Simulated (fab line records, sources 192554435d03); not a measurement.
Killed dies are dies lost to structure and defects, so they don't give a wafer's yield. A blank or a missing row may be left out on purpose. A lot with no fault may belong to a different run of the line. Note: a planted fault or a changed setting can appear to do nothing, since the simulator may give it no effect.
Chamber matching | flow n5_finfet | N5_MOL_CONTACT_COAG_CO_FILL_22 on cvd_co-01 has 3 sister chambers
The step material Co, precursor CCTBA/H2, target thk 20 nm. 3 wafers are shown with their chamber, then 6 later ones without.

== WAFERS WITH THEIR CHAMBER ==
wafer  | chamber | heater_power_w (W)
L673.5 | 0       | 222
L675.1 | 1       | 249
L675.3 | 2       | 256

== WAFERS WHOSE CHAMBER IS MISSING ==
wafer  | heater_power_w (W)
L675.5 | 224
L678.3 | 265
L678.6 | 262
L679.1 | 251
L679.5 | 217
L679.6 | 243

== THE CHAMBER EACH PASSED THROUGH ==
wafer  | from the rows above     | in truth
L675.5 | 0                       | 0
L678.3 | can't be placed: 2 or 1 | 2
L678.6 | can't be placed: 2 or 1 | 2
L679.1 | can't be placed: 1 or 2 | 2
L679.5 | 0                       | 0
L679.6 | can't be placed: 1 or 2 | 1
Placed correctly: 2 of 6. Cannot be placed on the basis of these rows: 4; the candidates contain the true chamber in 4. Number placed wrongly: 0.
How it was worked out, from the rows above alone: a wafer's distance from a chamber is the root of the sum, over the readings, of the square of ((its reading less the chamber's mean) divided by the reading's scatter). If the next closest chamber is less than 2 further off than the closest, the wafer can't be placed; otherwise it belongs to the closest. For every chamber, the mean is computed from those of its wafers that are shown. The scatter: root of mean squared gap, hidden wafer to nearest shown wafer, with one shown wafer a chamber.
